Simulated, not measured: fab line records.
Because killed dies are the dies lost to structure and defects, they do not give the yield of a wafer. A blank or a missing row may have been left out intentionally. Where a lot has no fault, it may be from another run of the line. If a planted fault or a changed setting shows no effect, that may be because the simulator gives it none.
Which tool is to blame? | flow nand-harc | 72 wafers from 24 lots sampled at 5 of the route's 1159 steps

## WHAT THE GAUGES READ, wafer by wafer
NHARC_P_M1_INSPECT_11. Usual: 4.6 for raw-defect-count, sd 2.7.
lot  | measured     | on                | raw-defect-count | flag
L075 | day 6 05:02  | defect-inspect-01 | 6 4 5            |
L074 | day 6 05:31  | defect-inspect-02 | 3 3 5            |
L076 | day 6 17:59  | defect-inspect-01 | 2 2 3            |
L077 | day 6 18:29  | defect-inspect-02 | 1 4 2            |
L078 | day 6 21:08  | defect-inspect-01 | 2 5 7            |
L079 | day 7 04:30  | defect-inspect-01 | 2 6 7            |
L080 | day 7 17:20  | defect-inspect-02 | 3 1 5            |
L081 | day 7 17:52  | defect-inspect-02 | 7 7 3            |
L082 | day 8 02:01  | defect-inspect-02 | 1 6 2            |
L083 | day 8 04:53  | defect-inspect-01 | 2 8 5            |
L084 | day 8 06:09  | defect-inspect-01 | 4 2 6            |
L087 | day 9 05:21  | defect-inspect-01 | 5 4 3            |
L085 | day 9 06:10  | defect-inspect-02 | 2 6 6            |
L086 | day 9 06:53  | defect-inspect-02 | 7 4 9            |
L089 | day 9 15:40  | defect-inspect-02 | 3 8 4            |
L088 | day 9 16:20  | defect-inspect-01 | 2 2 4            |
L090 | day 10 01:05 | defect-inspect-02 | 2 5 4            |
L091 | day 10 05:10 | defect-inspect-01 | 16 13 8          |
L092 | day 10 12:28 | defect-inspect-01 | 7 6 6            |
L093 | day 10 21:19 | defect-inspect-02 | 7 4 6            |
L094 | day 11 02:10 | defect-inspect-01 | 2 3 3            |
L095 | day 11 09:24 | defect-inspect-01 | 2 3 4            |
L096 | day 11 10:39 | defect-inspect-02 | 6 6 8            |
L097 | day 11 19:25 | defect-inspect-02 | 4 6 5            |

NHARC_P_M1_INSPECT_27. Usual: 302 for raw-defect-count, sd 120.
lot  | measured     | on                | raw-defect-count | flag
L075 | day 6 07:40  | defect-inspect-02 | 163 136 187      |
L074 | day 6 08:09  | defect-inspect-02 | 518 340 241      |
L076 | day 6 20:38  | defect-inspect-01 | 297 357 416      |
L077 | day 6 21:07  | defect-inspect-02 | 177 327 417      |
L078 | day 6 23:47  | defect-inspect-01 | 376 216 229      |
L079 | day 7 07:10  | defect-inspect-02 | 263 151 379      |
L080 | day 7 19:58  | defect-inspect-02 | 191 299 317      |
L081 | day 7 20:31  | defect-inspect-01 | 180 217 294      |
L082 | day 8 04:57  | defect-inspect-02 | 146 431 279      |
L083 | day 8 07:35  | defect-inspect-01 | 339 325 159      |
L084 | day 8 08:53  | defect-inspect-02 | 352 169 267      |
L087 | day 9 09:01  | defect-inspect-02 | 253 362 414      |
L085 | day 9 09:20  | defect-inspect-02 | 252 245 241      |
L086 | day 9 10:14  | defect-inspect-01 | 349 417 335      |
L089 | day 9 18:52  | defect-inspect-01 | 270 452 466      |
L088 | day 9 19:10  | defect-inspect-02 | 221 489 320      |
L090 | day 10 03:54 | defect-inspect-01 | 157 362 136      |
L091 | day 10 07:49 | defect-inspect-01 | 230 248 239      |
L092 | day 10 15:07 | defect-inspect-01 | 474 285 440      |
L093 | day 11 00:05 | defect-inspect-02 | 262 187 365      |
L094 | day 11 04:50 | defect-inspect-01 | 308 548 548      |
L095 | day 11 12:08 | defect-inspect-02 | 216 139 92       |
L096 | day 11 13:20 | defect-inspect-01 | 261 374 306      |
L097 | day 11 22:03 | defect-inspect-01 | 148 268 134      |

NHARC_P_M2_CD_MEAS_16. Usual: 169.8 nm for cd-nm, sd 0.6.
lot  | measured     | on        | cd-nm (nm)        | flag
L075 | day 6 09:49  | cd-sem-01 | 169.5 169.9 168.3 |
L074 | day 6 10:18  | cd-sem-02 | 168.8 168.8 169.6 |
L076 | day 6 22:31  | cd-sem-01 | 170.5 169.4 169.6 |
L077 | day 6 23:01  | cd-sem-03 | 169.4 169.2 170.0 |
L078 | day 7 01:31  | cd-sem-01 | 170.5 168.9 169.4 |
L079 | day 7 09:03  | cd-sem-02 | 170.7 170.3 170.2 |
L080 | day 7 21:43  | cd-sem-01 | 170.6 170.5 170.7 |
L081 | day 7 22:35  | cd-sem-02 | 170.1 170.9 170.3 |
L082 | day 8 07:00  | cd-sem-03 | 171.0 170.3 170.8 |
L083 | day 8 09:30  | cd-sem-01 | 170.4 169.0 168.8 |
L084 | day 8 10:38  | cd-sem-01 | 169.3 169.7 169.9 |
L087 | day 9 10:54  | cd-sem-02 | 169.8 169.3 169.3 |
L085 | day 9 11:24  | cd-sem-02 | 169.6 169.0 169.9 |
L086 | day 9 12:01  | cd-sem-02 | 170.2 169.3 170.0 |
L089 | day 9 21:11  | cd-sem-01 | 169.3 170.6 168.9 |
L088 | day 9 21:53  | cd-sem-01 | 169.0 169.4 168.9 |
L090 | day 10 05:47 | cd-sem-03 | 169.7 170.6 168.8 |
L091 | day 10 10:02 | cd-sem-02 | 168.7 169.9 169.9 |
L092 | day 10 17:01 | cd-sem-02 | 169.6 169.7 168.4 |
L093 | day 11 02:01 | cd-sem-01 | 169.8 169.3 170.3 |
L094 | day 11 07:23 | cd-sem-03 | 170.6 170.4 170.8 |
L095 | day 11 14:01 | cd-sem-02 | 169.9 169.8 169.6 |
L096 | day 11 15:16 | cd-sem-03 | 169.5 170.2 169.1 |
L097 | day 11 23:55 | cd-sem-02 | 169.6 170.4 170.2 |

## WHICH TOOL RAN EACH LOT (tool, then ch and the chambers of the sampled wafers, then the start)
lot  | NHARC_P_M1_ETCH_15                            | NHARC_P_M2_ETCH_15
L075 | rie-diel-11 ch 0,1,2, day 6 07:40 or earlier  | rie-diel-01 ch 0,1,3, day 6 09:49 or earlier
L074 | rie-diel-09 ch 0,2, day 6 08:09 or earlier    | rie-diel-01 ch 1,3, day 6 10:18 or earlier
L076 | rie-diel-11 ch 0,2,3, day 6 20:38 or earlier  | rie-diel-08 ch 0,1,2, day 6 22:31 or earlier
L077 | rie-diel-11 ch 0,1,2, day 6 21:07 or earlier  | rie-diel-08 ch 1,2,3, day 6 23:01 or earlier
L078 | rie-diel-11 ch 1,2,3, day 6 23:47 or earlier  | rie-diel-08 ch 0,1,2, day 7 01:31 or earlier
L079 | rie-diel-13 ch 0,1,3, day 7 07:10 or earlier  | rie-diel-08 ch 0,1,3, day 7 09:03 or earlier
L080 | rie-diel-11 ch 0,2, day 7 19:58 or earlier    | rie-diel-01 ch 0,1, day 7 21:43 or earlier
L081 | rie-diel-11 ch 0,2, day 7 20:31 or earlier    | rie-diel-08 ch 1,2,3, day 7 22:35 or earlier
L082 | rie-diel-13 ch 0,1,3, day 8 04:57 or earlier  | rie-diel-08 ch 0,2,3, day 8 07:00 or earlier
L083 | rie-diel-11 ch 0,1,2, day 8 07:35 or earlier  | rie-diel-08 ch 1,2, day 8 09:30 or earlier
L084 | rie-diel-11 ch 0,1,3, day 8 08:53 or earlier  | rie-diel-08 ch 0,3, day 8 10:38 or earlier
L087 | rie-diel-13 ch 1,2,3, day 9 09:01 or earlier  | rie-diel-08 ch 0,1,2, day 9 10:54 or earlier
L085 | rie-diel-13 ch 0,2,3, day 9 09:20 or earlier  | rie-diel-08 ch 1,2, day 9 11:24 or earlier
L086 | rie-diel-09 ch 1,3, day 9 10:14 or earlier    | rie-diel-08 ch 0,2,3, day 9 12:01 or earlier
L089 | rie-diel-11 ch 0,2, day 9 18:52 or earlier    | rie-diel-08 ch 1,3, day 9 21:01
L088 | rie-diel-13 ch 0,1,3, day 9 19:10 or earlier  | rie-diel-01 ch 0,1,2, day 9 21:53 or earlier
L090 | rie-diel-13 ch 0,1,3, day 10 03:54 or earlier | rie-diel-01 ch 0,1,2, day 10 05:47 or earlier
L091 | rie-diel-13 ch 0,2,3, day 10 07:49 or earlier | rie-diel-01 ch 1,2,3, day 10 10:02 or earlier
L092 | rie-diel-11 ch 0,3, day 10 15:07 or earlier   | rie-diel-08 ch 1,2,3, day 10 17:01 or earlier
L093 | rie-diel-11 ch 0,1,3, day 11 00:05 or earlier | rie-diel-08 ch 0,1,3, day 11 02:01 or earlier
L094 | rie-diel-11 ch 1,2, day 11 04:50 or earlier   | rie-diel-08 ch 0,2,3, day 11 07:23 or earlier
L095 | rie-diel-11 ch 0,2,3, day 11 12:08 or earlier | rie-diel-08 ch 0,1,2, day 11 14:01 or earlier
L096 | rie-diel-09 ch 2,3, day 11 13:20 or earlier   | rie-diel-08 ch 0,3, day 11 15:16 or earlier
L097 | rie-diel-13 ch 1,2, day 11 22:03 or earlier   | rie-diel-02 ch 0,2,3, day 11 23:55 or earlier
- NHARC_P_M1_ETCH_15: etches the open film in C4F8/Ar, target depth 182.5 nm, time 91.2 s.
- NHARC_P_M2_ETCH_15: etches the open film in C4F8/Ar, target depth 182.5 nm, time 91.2 s.

## AS READ BY THE TOOLS THEMSELVES (means over the sampled wafers that have a number; for cases with no such wafer, the mark the record gives instead)
NHARC_P_M1_ETCH_15. Usual: oes-product-au 0.955 a.u., standard deviation 0.019; rf-fwd-power-W 595.8 W, standard deviation 2.2; rf-vpp-V 440.1 V, standard deviation 2.6.
lot  | tool        | oes-product-au (a.u.) | rf-fwd-power-W (W) | rf-vpp-V (V) | flag
L075 | rie-diel-11 | 0.927                 | 593.2              | 440.8        |
L074 | rie-diel-09 | 0.969                 | 596.5              | 442.1        |
L076 | rie-diel-11 | 0.924                 | 596.4              | 440.1        |
L077 | rie-diel-11 | 0.968                 | 595.4              | 441.0        |
L078 | rie-diel-11 | 0.961                 | 594.8              | 440.5        |
L079 | rie-diel-13 | 0.967                 | 596.2              | 440.9        |
L080 | rie-diel-11 | 0.980                 | 596.2              | 442.0        |
L081 | rie-diel-11 | 0.931                 | 594.8              | 443.3        |
L082 | rie-diel-13 | 0.962                 | 596.6              | 439.9        |
L083 | rie-diel-11 | 0.951                 | 594.7              | 441.0        |
L084 | rie-diel-11 | 0.956                 | 595.5              | 439.1        |
L087 | rie-diel-13 | 0.958                 | 595.3              | 438.5        |
L085 | rie-diel-13 | 0.966                 | 594.0              | 440.0        |
L086 | rie-diel-09 | 0.967                 | 596.2              | 443.2        |
L089 | rie-diel-11 | 0.982                 | 594.4              | 442.8        |
L088 | rie-diel-13 | 0.942                 | 593.3              | 439.7        |
L090 | rie-diel-13 | 0.928                 | 595.9              | 439.7        |
L091 | rie-diel-13 | 0.960                 | 595.1              | 439.5        |
L092 | rie-diel-11 | 0.972                 | 595.7              | 440.2        |
L093 | rie-diel-11 | 0.967                 | 594.1              | 438.5        |
L094 | rie-diel-11 | 0.963                 | 596.7              | 442.1        |
L095 | rie-diel-11 | 0.931                 | 597.3              | 441.0        |
L096 | rie-diel-09 | 0.929                 | 596.8              | 441.0        |
L097 | rie-diel-13 | 0.953                 | 593.9              | 437.6        |

NHARC_P_M2_ETCH_15. Usual: oes-product-au 0.949 a.u., standard deviation 0.021; rf-fwd-power-W 595.3 W, standard deviation 2.1; rf-vpp-V 441 V, standard deviation 3.2.
lot  | tool        | oes-product-au (a.u.) | rf-fwd-power-W (W) | rf-vpp-V (V) | flag
L075 | rie-diel-01 | 0.922                 | 596.5              | 440          |
L074 | rie-diel-01 | 0.924                 | 594.0              | 442          |
L076 | rie-diel-08 | 0.970                 | 594.8              | 441          |
L077 | rie-diel-08 | 0.955                 | 594.3              | 442          |
L078 | rie-diel-08 | 0.954                 | 595.4              | 440          |
L079 | rie-diel-08 | 0.966                 | 594.9              | 441          |
L080 | rie-diel-01 | 0.979                 | 595.1              | 444          |
L081 | rie-diel-08 | 0.967                 | 596.8              | 441          |
L082 | rie-diel-08 | 0.947                 | 593.5              | 444          |
L083 | rie-diel-08 | 0.984                 | 594.8              | 440          |
L084 | rie-diel-08 | 0.975                 | 595.7              | 443          |
L087 | rie-diel-08 | 0.972                 | 594.0              | 441          |
L085 | rie-diel-08 | 0.942                 | 597.4              | 441          |
L086 | rie-diel-08 | 0.948                 | 595.9              | 443          |
L089 | rie-diel-08 | 0.956                 | 596.3              | 442          |
L088 | rie-diel-01 | 0.929                 | 594.3              | 444          |
L090 | rie-diel-01 | 0.927                 | 595.5              | 443          |
L091 | rie-diel-01 | 0.927                 | 595.5              | 442          |
L092 | rie-diel-08 | 0.931                 | 594.6              | 442          |
L093 | rie-diel-08 | 0.924                 | 595.2              | 440          |
L094 | rie-diel-08 | 0.977                 | 596.7              | 443          |
L095 | rie-diel-08 | 0.917                 | 594.6              | 441          |
L096 | rie-diel-08 | 0.964                 | 597.3              | 443          |
L097 | rie-diel-02 | 0.934                 | 593.1              | 442          |

## THE ANSWER, worked out from the rows above alone
Rule: a lot is off if the mean of its wafers that have a number lies more than 3 standard deviations from the usual mean. A lot without any number at a reading at which 4 lots or more have one is off too. Any other lot the step has rows for is counted as sound. The gauges are gone through in route order, then the tools' own readings, and for those a lot's mean is taken as printed above. The first step at which some lot is off is used, and at that step the reading that is off furthest; a lot without a number counts as furthest.
Across all readings shown, no lot is off: no conclusion can be drawn from this.

## WHAT THE SIMULATOR PUT IN
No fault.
